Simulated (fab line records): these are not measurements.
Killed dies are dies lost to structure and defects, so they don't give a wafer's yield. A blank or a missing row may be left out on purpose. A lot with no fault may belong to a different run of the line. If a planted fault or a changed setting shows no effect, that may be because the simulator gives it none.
Matching of chambers + flow nandHarc + rieDiel-06 running NHARC_A_STAIRCASE_ETCHBACK_157: 4 sister chambers
The step etches the open film in CH3F/O2, target depth 90 nm, time 167.14 s. 4 wafers are shown with their chamber, then 9 later ones without.

== EACH WAFER AND ITS CHAMBER ==
| wafer  | chamber | showerheadPlenumPTorr (Torr) |
|--------|---------|------------------------------|
| L081.5 | 3       | 2.63                         |
| L083.2 | 1       | 2.38                         |
| L083.4 | 0       | 2.60                         |
| L083.5 | 2       | 2.63                         |

== WAFERS WITH NO CHAMBER GIVEN ==
| wafer  | showerheadPlenumPTorr (Torr) |
|--------|------------------------------|
| L089.1 | 2.62                         |
| L089.2 | 2.62                         |
| L089.6 | 2.62                         |
| L092.1 | 2.62                         |
| L092.2 | 2.59                         |
| L092.6 | 2.62                         |
| L091.1 | 2.62                         |
| L091.2 | 2.37                         |
| L091.6 | 2.62                         |

== THE CHAMBER EACH PASSED THROUGH ==
| wafer  | from the rows above          | in truth |
|--------|------------------------------|----------|
| L089.1 | can't be placed: 2 or 3 or 0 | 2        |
| L089.2 | can't be placed: 2 or 3 or 0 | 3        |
| L089.6 | can't be placed: 2 or 3 or 0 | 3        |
| L092.1 | can't be placed: 2 or 3 or 0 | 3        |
| L092.2 | 0                            | 0        |
| L092.6 | can't be placed: 2 or 3 or 0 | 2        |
| L091.1 | can't be placed: 2 or 3 or 0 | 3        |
| L091.2 | 1                            | 1        |
| L091.6 | can't be placed: 2 or 3 or 0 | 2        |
Placed correctly: 2 of 9. These rows do not allow placing 7 (true chamber among the candidates in 7). Placed wrongly: 0.
How it was worked out, from the rows above alone: a wafer's distance from a chamber is the root of the sum, over the readings, of the square of ((its reading less the chamber's mean) divided by the reading's scatter). If the next closest chamber is less than 2 further off than the closest, the wafer can't be placed; otherwise it belongs to the closest. Each chamber's mean is taken over the wafers shown for it. The scatter: with one shown wafer a chamber, the root of the mean of the squares of how far each hidden wafer lies from its nearest shown one.
